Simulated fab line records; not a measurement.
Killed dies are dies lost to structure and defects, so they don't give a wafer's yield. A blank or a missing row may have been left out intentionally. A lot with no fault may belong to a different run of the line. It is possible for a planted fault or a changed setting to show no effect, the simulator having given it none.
Which of the tools did it? | flow nand-harc | 72 wafers from 24 lots sampled at 5 of the route's 1302 steps

## WHAT THE GAUGES READ, wafer by wafer
NHARC_A_M0_CD_MEAS_16. Usual: cd-nm at 79.9 nm, with a standard deviation of 0.61.
lot  | measured     | on        | cd-nm (nm)     | flag
L074 | day 22 14:55 | cd-sem-03 | 79.7 80.6 79.6 |
L075 | day 23 10:09 | cd-sem-01 | 79.7 80.7 79.7 |
L077 | day 23 13:29 | cd-sem-02 | 80.0 80.5 80.1 |
L076 | day 23 14:50 | cd-sem-01 | 79.3 80.3 79.6 |
L078 | day 24 02:24 | cd-sem-02 | 81.2 80.0 81.9 |
L079 | day 25 13:01 | cd-sem-03 | 79.1 80.1 80.7 |
L080 | day 25 13:37 | cd-sem-01 | 79.8 79.5 79.2 |
L081 | day 25 19:20 | cd-sem-03 | 80.0 80.0 80.8 |
L082 | day 26 17:40 | cd-sem-03 | 79.2 79.6 80.1 |
L083 | day 26 23:45 | cd-sem-02 | 80.0 79.8 80.5 |
L084 | day 27 00:43 | cd-sem-03 | 80.4 79.7 80.2 |
L086 | day 27 18:53 | cd-sem-02 | 79.5 80.1 80.3 |
L085 | day 28 05:31 | cd-sem-02 | 79.5 79.5 79.3 |
L088 | day 28 14:31 | cd-sem-02 | 79.8 79.8 79.4 |
L087 | day 28 18:14 | cd-sem-01 | 79.2 79.5 80.0 |
L089 | day 28 21:33 | cd-sem-03 | 80.2 80.2 79.8 |
L090 | day 29 00:10 | cd-sem-02 | 80.6 80.9 80.5 |
L093 | day 29 22:59 | cd-sem-01 | 79.9 79.3 79.4 |
L091 | day 30 00:42 | cd-sem-03 | 80.9 80.8 80.5 |
L092 | day 30 06:41 | cd-sem-02 | 79.9 80.6 80.6 |
L094 | day 31 03:22 | cd-sem-02 | 77.9 78.6 79.1 |
L095 | day 31 17:14 | cd-sem-03 | 80.6 79.5 80.0 |
L096 | day 31 21:08 | cd-sem-03 | 79.8 79.3 79.8 |
L097 | day 32 00:17 | cd-sem-02 | 79.2 79.1 79.2 |

## WHICH TOOL RAN EACH LOT (tool, then ch and the chambers of the sampled wafers, then the start)
lot  | NHARC_A_CONTACT_ETCH_30                       | NHARC_A_CONTACT_ETCH_92            | NHARC_A_BLC_DEGAS_30         | NHARC_A_M0_ETCH_34
L074 | rie-diel-13 ch 0,1,3, day 22 07:14 or earlier | rie-diel-03 ch 1,2,3, day 22 07:14 | pvd-sputter-03, day 22 12:08 | rie-diel-11 ch 0,2, day 22 14:42
L075 | rie-diel-05 ch 0,2,3, day 23 02:10 or earlier | rie-diel-13 ch 1,3, day 23 02:10   | pvd-sputter-02, day 23 07:16 | rie-diel-07 ch 0,3, day 23 09:56
L077 | rie-diel-03 ch 0,2, day 23 05:58 or earlier   | rie-diel-05 ch 0,3, day 23 05:58   | pvd-sputter-01, day 23 10:50 | rie-diel-07 ch 1,2, day 23 13:16
L076 | rie-diel-03 ch 0,1, day 23 07:07 or earlier   | rie-diel-03 ch 0,2,3, day 23 07:07 | pvd-sputter-02, day 23 12:01 | rie-diel-06 ch 1,2,3, day 23 14:38
L078 | rie-diel-03 ch 0,1,3, day 23 18:33 or earlier | rie-diel-03 ch 0,1,2, day 23 18:33 | pvd-sputter-01, day 23 23:46 | rie-diel-11 ch 0,2, day 24 02:11
L079 | rie-diel-13 ch 0,2,3, day 25 05:22 or earlier | rie-diel-03 ch 0,3, day 25 05:22   | pvd-sputter-02, day 25 10:14 | rie-diel-11 ch 1,2,3, day 25 12:49
L080 | rie-diel-03 ch 1,2, day 25 05:49 or earlier   | rie-diel-03 ch 0,2,3, day 25 05:49 | pvd-sputter-03, day 25 10:52 | rie-diel-07 ch 0,1, day 25 13:24
L081 | rie-diel-03 ch 0,2,3, day 25 11:28 or earlier | rie-diel-03 ch 2,3, day 25 11:28   | pvd-sputter-03, day 25 16:35 | rie-diel-07 ch 0,1, day 25 19:07
L082 | rie-diel-13 ch 0,2, day 26 10:15 or earlier   | rie-diel-13 ch 1,2,3, day 26 10:15 | pvd-sputter-02, day 26 15:00 | rie-diel-07 ch 0,2,3, day 26 17:27
L083 | rie-diel-13 ch 0,1,3, day 26 15:53 or earlier | rie-diel-13 ch 0,1,2, day 26 15:53 | pvd-sputter-01, day 26 20:58 | rie-diel-06 ch 0,2,3, day 26 23:32
L084 | rie-diel-05 ch 0,2,3, day 26 16:36 or earlier | rie-diel-05 ch 0,2, day 26 16:36   | pvd-sputter-03, day 26 21:58 | rie-diel-06 ch 0,3, day 27 00:30
L086 | rie-diel-03 ch 0,2, day 27 11:18 or earlier   | rie-diel-03 ch 1,2,3, day 27 11:18 | pvd-sputter-03, day 27 16:15 | rie-diel-06 ch 1,3, day 27 18:41
L085 | rie-diel-05 ch 0,3, day 27 20:56 or earlier   | rie-diel-03 ch 2,3, day 27 20:56   | pvd-sputter-02, day 28 02:40 | rie-diel-11 ch 0,2, day 28 05:17
L088 | rie-diel-03 ch 1,2,3, day 28 06:59 or earlier | rie-diel-05 ch 1,2,3, day 28 06:59 | pvd-sputter-02, day 28 11:51 | rie-diel-11 ch 1,2,3, day 28 14:18
L087 | rie-diel-03 ch 0,1,2, day 28 10:47 or earlier | rie-diel-05 ch 0,2,3, day 28 10:47 | pvd-sputter-02, day 28 15:36 | rie-diel-11 ch 0,1, day 28 18:01
L089 | rie-diel-03 ch 0,1,3, day 28 14:08 or earlier | rie-diel-13 ch 0,2,3, day 28 14:08 | pvd-sputter-02, day 28 18:56 | rie-diel-11 ch 0,1,2, day 28 21:20
L090 | rie-diel-13 ch 0,2,3, day 28 16:27 or earlier | rie-diel-05 ch 1,2,3, day 28 16:27 | pvd-sputter-01, day 28 21:22 | rie-diel-11 ch 0,1,2, day 28 23:58
L093 | rie-diel-03 ch 0,3, day 29 15:16 or earlier   | rie-diel-05 ch 0,1,3, day 29 15:16 | pvd-sputter-01, day 29 20:22 | rie-diel-07 ch 0,3, day 29 22:47
L091 | rie-diel-03 ch 1,2,3, day 29 16:49 or earlier | rie-diel-03 ch 0,2,3, day 29 16:49 | pvd-sputter-02, day 29 21:55 | rie-diel-06 ch 0,2,3, day 30 00:29
L092 | rie-diel-03 ch 1,2, day 29 22:50 or earlier   | rie-diel-03 ch 0,1, day 29 22:50   | pvd-sputter-02, day 30 04:02 | rie-diel-06 ch 1,2,3, day 30 06:28
L094 | rie-diel-13 ch 0,1,3, day 30 19:37 or earlier | rie-diel-13 ch 0,2,3, day 30 19:37 | pvd-sputter-02, day 31 00:44 | rie-diel-07 ch 1,3, day 31 03:09
L095 | rie-diel-03 ch 0,1,2, day 31 08:57 or earlier | rie-diel-13 ch 0,2, day 31 08:57   | pvd-sputter-03, day 31 14:23 | rie-diel-11 ch 0,2,3, day 31 17:01
L096 | rie-diel-03 ch 0,1, day 31 12:45 or earlier   | rie-diel-13 ch 1,2,3, day 31 12:45 | pvd-sputter-03, day 31 17:43 | rie-diel-06 ch 0,3, day 31 20:55
L097 | rie-diel-13 ch 1,3, day 31 16:35 or earlier   | rie-diel-03 ch 0,1,2, day 31 16:35 | pvd-sputter-01, day 31 21:31 | rie-diel-06 ch 2,3, day 32 00:03
- NHARC_A_CONTACT_ETCH_30: etches the open film in CF4/CHF3, target depth 72.6 nm, time 36.3 s.
- NHARC_A_CONTACT_ETCH_92: etches the open film in CH3F/O2, target depth 40 nm, time 85.7 s.
- NHARC_A_BLC_DEGAS_30: time 60 s.
- NHARC_A_M0_ETCH_34: etches the open film in N2/H2, target depth 40 nm, overetch 12 nm, time 43.94 s.

## WHAT THE TOOLS THEMSELVES READ (means of the sampled wafers that have a number; where no wafer has one, the mark that the record gives instead)
NHARC_A_CONTACT_ETCH_30. Usual: drypump-motor-current-A 5.6 A, standard deviation 0.43; oes-product-au 0.935 a.u., standard deviation 0.021; rf-vpp-V 370.3 V, standard deviation 2.5; showerhead-plenum-p-Torr 1.57 Torr, standard deviation 0.071; throttle-valve-pct 16.802 %, standard deviation 0.0091.
lot  | tool        | drypump-motor-current-A (A) | oes-product-au (a.u.) | rf-vpp-V (V) | showerhead-plenum-p-Torr (Torr) | throttle-valve-pct (%) | flag
L074 | rie-diel-13 | 5.6                         | 0.957                 | 370.5        | 1.56                            | 16.798                 |
L075 | rie-diel-05 | 5.2                         | 0.972                 | 369.7        | 1.54                            | 16.807                 |
L077 | rie-diel-03 | 6.0                         | 0.925                 | 368.8        | 1.54                            | 16.800                 |
L076 | rie-diel-03 | 5.4                         | 0.926                 | 370.5        | 1.58                            | 16.806                 |
L078 | rie-diel-03 | 5.5                         | 0.924                 | 368.6        | 1.54                            | 16.804                 |
L079 | rie-diel-13 | 5.6                         | 0.916                 | 368.3        | 1.51                            | 16.801                 |
L080 | rie-diel-03 | 5.7                         | 0.981                 | 372.8        | 1.62                            | 16.795                 |
L081 | rie-diel-03 | 5.8                         | 0.923                 | 368.4        | 1.52                            | 16.800                 |
L082 | rie-diel-13 | 5.6                         | 0.916                 | 369.3        | 1.52                            | 16.792                 |
L083 | rie-diel-13 | 5.6                         | 0.926                 | 370.6        | 1.55                            | 16.809                 |
L084 | rie-diel-05 | 5.2                         | 0.933                 | 369.5        | 1.53                            | 16.806                 |
L086 | rie-diel-03 | 5.6                         | 0.923                 | 368.4        | 1.50                            | 16.810                 |
L085 | rie-diel-05 | 5.3                         | 0.922                 | 369.7        | 1.54                            | 16.802                 |
L088 | rie-diel-03 | 5.9                         | 0.930                 | 371.1        | 1.57                            | 16.805                 |
L087 | rie-diel-03 | 5.7                         | 0.963                 | 372.0        | 1.64                            | 16.808                 |
L089 | rie-diel-03 | 5.5                         | 0.974                 | 371.4        | 1.61                            | 16.794                 |
L090 | rie-diel-13 | 5.6                         | 0.913                 | 368.0        | 1.51                            | 16.802                 |
L093 | rie-diel-03 | 5.5                         | 0.931                 | 372.3        | 1.64                            | 16.802                 |
L091 | rie-diel-03 | 5.9                         | 0.927                 | 370.6        | 1.57                            | 16.807                 |
L092 | rie-diel-03 | 5.7                         | 0.935                 | 371.7        | 1.61                            | 16.803                 |
L094 | rie-diel-13 | 5.6                         | 0.963                 | 369.4        | 1.54                            | 16.804                 |
L095 | rie-diel-03 | 5.6                         | 0.932                 | 372.5        | 1.63                            | 16.810                 |
L096 | rie-diel-03 | 5.4                         | 0.921                 | 373.9        | 1.65                            | 16.807                 |
L097 | rie-diel-13 | 5.3                         | 0.924                 | 369.2        | 1.54                            | 16.792                 |

NHARC_A_CONTACT_ETCH_92. Usual: drypump-motor-current-A 5.6 A, standard deviation 0.43; oes-product-au 0.937 a.u., standard deviation 0.028; rf-vpp-V 243.8 V, standard deviation 1.8; showerhead-plenum-p-Torr 2.42 Torr, standard deviation 0.1; throttle-valve-pct 20.663 %, standard deviation 0.0083.
lot  | tool        | drypump-motor-current-A (A) | oes-product-au (a.u.) | rf-vpp-V (V) | showerhead-plenum-p-Torr (Torr) | throttle-valve-pct (%) | flag
L074 | rie-diel-03 | 5.8                         | 0.932                 | 244.6        | 2.47                            | 20.656                 |
L075 | rie-diel-13 | 5.3                         | 0.993                 | 245.5        | 2.51                            | 20.655                 |
L077 | rie-diel-05 | 5.3                         | 0.929                 | 244.2        | 2.41                            | 20.648                 |
L076 | rie-diel-03 | 5.8                         | 0.927                 | 242.8        | 2.37                            | 20.665                 |
L078 | rie-diel-03 | 5.7                         | 0.941                 | 243.4        | 2.44                            | 20.669                 |
L079 | rie-diel-03 | 5.7                         | 0.995                 | 242.6        | 2.33                            | 20.664                 |
L080 | rie-diel-03 | 5.8                         | 0.927                 | 242.6        | 2.37                            | 20.664                 |
L081 | rie-diel-03 | 6.0                         | 0.923                 | 243.5        | 2.40                            | 20.667                 |
L082 | rie-diel-13 | 5.2                         | 0.923                 | 244.7        | 2.43                            | 20.660                 |
L083 | rie-diel-13 | 5.6                         | 0.918                 | 243.4        | 2.44                            | 20.657                 |
L084 | rie-diel-05 | 5.3                         | 0.934                 | 242.8        | 2.39                            | 20.668                 |
L086 | rie-diel-03 | 5.9                         | 0.928                 | 245.0        | 2.46                            | 20.665                 |
L085 | rie-diel-03 | 6.1                         | 1.018                 | 244.2        | 2.43                            | 20.663                 |
L088 | rie-diel-05 | 5.3                         | 0.922                 | 242.8        | 2.37                            | 20.664                 |
L087 | rie-diel-05 | 5.2                         | 0.926                 | 243.8        | 2.39                            | 20.665                 |
L089 | rie-diel-13 | 5.6                         | 0.922                 | 241.9        | 2.35                            | 20.666                 |
L090 | rie-diel-05 | 5.2                         | 0.929                 | 243.1        | 2.36                            | 20.669                 |
L093 | rie-diel-05 | 5.4                         | 0.923                 | 243.4        | 2.38                            | 20.665                 |
L091 | rie-diel-03 | 5.8                         | 0.931                 | 245.3        | 2.49                            | 20.661                 |
L092 | rie-diel-03 | 5.4                         | 0.920                 | 246.3        | 2.59                            | 20.663                 |
L094 | rie-diel-13 | 5.6                         | 0.911                 | 243.4        | 2.35                            | 20.659                 |
L095 | rie-diel-13 | 6.0                         | 0.994                 | 242.7        | 2.35                            | 20.668                 |
L096 | rie-diel-13 | 5.3                         | 0.925                 | 244.2        | 2.42                            | 20.668                 |
L097 | rie-diel-03 | 5.7                         | 0.927                 | 245.9        | 2.55                            | 20.673                 |

NHARC_A_BLC_DEGAS_30. Usual: heater-power-w at 473 W, with a standard deviation of 49.
lot  | tool           | heater-power-w (W) | flag
L074 | pvd-sputter-03 | 455                |
L075 | pvd-sputter-02 | 471                |
L077 | pvd-sputter-01 | 490                |
L076 | pvd-sputter-02 | 472                |
L078 | pvd-sputter-01 | 440                |
L079 | pvd-sputter-02 | 463                |
L080 | pvd-sputter-03 | 450                |
L081 | pvd-sputter-03 | 466                |
L082 | pvd-sputter-02 | 485                |
L083 | pvd-sputter-01 | 494                |
L084 | pvd-sputter-03 | 454                |
L086 | pvd-sputter-03 | 460                |
L085 | pvd-sputter-02 | 476                |
L088 | pvd-sputter-02 | 484                |
L087 | pvd-sputter-02 | 493                |
L089 | pvd-sputter-02 | 485                |
L090 | pvd-sputter-01 | 511                |
L093 | pvd-sputter-01 | 469                |
L091 | pvd-sputter-02 | 465                |
L092 | pvd-sputter-02 | 457                |
L094 | pvd-sputter-02 | 480                |
L095 | pvd-sputter-03 | 475                |
L096 | pvd-sputter-03 | 487                |
L097 | pvd-sputter-01 | 446                |

NHARC_A_M0_ETCH_34. Usual: drypump-motor-current-A 5.8 A, standard deviation 0.46; oes-product-au 1.002 a.u., standard deviation 0.0077; rf-vpp-V 431.5 V, standard deviation 2.4; showerhead-plenum-p-Torr 2.08 Torr, standard deviation 0.082; throttle-valve-pct 14.170 %, standard deviation 0.0091.
lot  | tool        | drypump-motor-current-A (A) | oes-product-au (a.u.) | rf-vpp-V (V) | showerhead-plenum-p-Torr (Torr) | throttle-valve-pct (%) | flag
L074 | rie-diel-11 | 5.6                         | 0.999                 | 430.6        | 2.05                            | 14.173                 |
L075 | rie-diel-07 | 5.9                         | 1.012                 | 434.0        | 2.13                            | 14.168                 |
L077 | rie-diel-07 | 5.7                         | 1.004                 | 429.1        | 1.99                            | 14.164                 |
L076 | rie-diel-06 | 5.8                         | 0.997                 | 432.5        | 2.14                            | 14.167                 |
L078 | rie-diel-11 | 6.1                         | 0.999                 | 429.5        | 2.01                            | 14.171                 |
L079 | rie-diel-11 | 6.0                         | 0.998                 | 429.7        | 2.02                            | 14.175                 |
L080 | rie-diel-07 | 5.9                         | 0.995                 | 432.6        | 2.07                            | 14.164                 |
L081 | rie-diel-07 | 6.0                         | 1.002                 | 432.3        | 2.07                            | 14.165                 |
L082 | rie-diel-07 | 5.9                         | 1.013                 | 432.1        | 2.09                            | 14.167                 |
L083 | rie-diel-06 | 5.8                         | 1.009                 | 432.5        | 2.12                            | 14.175                 |
L084 | rie-diel-06 | 5.8                         | 1.003                 | 433.8        | 2.18                            | 14.168                 |
L086 | rie-diel-06 | 5.5                         | 1.006                 | 434.1        | 2.19                            | 14.176                 |
L085 | rie-diel-11 | 6.1                         | 0.992                 | 430.0        | 2.01                            | 14.170                 |
L088 | rie-diel-11 | 6.0                         | 1.004                 | 429.3        | 2.02                            | 14.172                 |
L087 | rie-diel-11 | 5.5                         | 1.007                 | 430.2        | 2.02                            | 14.175                 |
L089 | rie-diel-11 | 5.8                         | 0.996                 | 429.2        | 2.01                            | 14.172                 |
L090 | rie-diel-11 | 5.8                         | 1.007                 | 430.0        | 2.01                            | 14.163                 |
L093 | rie-diel-07 | 5.9                         | 0.992                 | 432.3        | 2.13                            | 14.168                 |
L091 | rie-diel-06 | 5.9                         | 1.007                 | 432.5        | 2.12                            | 14.171                 |
L092 | rie-diel-06 | 5.7                         | 1.002                 | 434.2        | 2.13                            | 14.167                 |
L094 | rie-diel-07 | 5.6                         | 0.995                 | 431.3        | 2.07                            | 14.161                 |
L095 | rie-diel-11 | 5.8                         | 1.002                 | 431.5        | 2.05                            | 14.162                 |
L096 | rie-diel-06 | 5.8                         | 1.001                 | 433.7        | 2.17                            | 14.174                 |
L097 | rie-diel-06 | 6.0                         | 1.005                 | 432.6        | 2.14                            | 14.172                 |

## THE ANSWER, worked out from the rows above alone
Rule: a lot counts as off when the mean over its wafers that have a number is more than 3 standard deviations away from the usual mean. A lot without any number at a reading at which 4 lots or more have one is off too. The other lots that the step has rows for count as sound. First the gauges in route order, then the tools' own readings, where a lot's mean is used as printed above. At the first step where some lot is off, the reading lying furthest off is the one used; lots without a number count as furthest.
None of the lots is off at any reading shown; this tells nothing.

## WHAT THE SIMULATOR HAD PUT IN
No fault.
